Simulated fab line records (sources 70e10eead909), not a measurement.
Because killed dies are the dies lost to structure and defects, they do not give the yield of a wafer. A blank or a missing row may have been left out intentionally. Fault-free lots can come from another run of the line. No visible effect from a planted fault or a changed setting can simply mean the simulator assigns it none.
Chamber matching	flow nand harc	NHARC_P_M1_DESCUM_14 on rie diel-12: 4 sister chambers
The step chemistry O2, time 3 s. 8 wafers are shown with their chamber, then 12 later ones without.

== EACH WAFER AND ITS CHAMBER ==
wafer	chamber	showerhead plenum p Torr (Torr)	drypump motor current A (A)
L081.4	3	1.79	5.2
L082.3	2	1.96	4.8
L086.2	1	1.88	5.5
L086.5	1	1.88	5.5
L087.3	2	1.96	4.9
L091.3	0	2.01	5.8
L091.4	3	1.78	5.3
L091.6	0	2.01	5.8

== WAFERS MISSING THEIR CHAMBER ==
wafer	showerhead plenum p Torr (Torr)	drypump motor current A (A)
L093.4	1.88	5.5
L093.5	2.01	5.8
L093.6	1.78	5.3
L094.2	1.78	5.3
L094.3	2.01	5.8
L094.4	1.96	4.9
L096.4	2.01	5.8
L096.5	1.78	5.3
L096.6	2.01	5.8
L097.2	1.88	5.5
L097.4	2.01	5.8
L097.6	1.96	4.8

== EACH ONE'S CHAMBER ==
wafer	from the rows above	in truth
L093.4	1	1
L093.5	0	0
L093.6	3	3
L094.2	3	3
L094.3	0	0
L094.4	2	2
L096.4	0	0
L096.5	3	3
L096.6	0	0
L097.2	1	1
L097.4	0	0
L097.6	2	2
12 of 12 placed correctly. Not placeable from these rows: 0. Wrongly placed: 0.
How it was worked out, from the rows above alone: a wafer's distance from a chamber is the root of the sum, over the readings, of the square of ((its reading less the chamber's mean) divided by the reading's scatter). The wafer belongs to the nearest chamber; if the next one is less than 2 further off, it can't be placed. Each chamber's mean is taken over the wafers shown for it. The scatter is the square root of a quotient: the sum, over the shown wafers, of each reading's squared deviation from its chamber's mean, divided by wafers minus chambers.
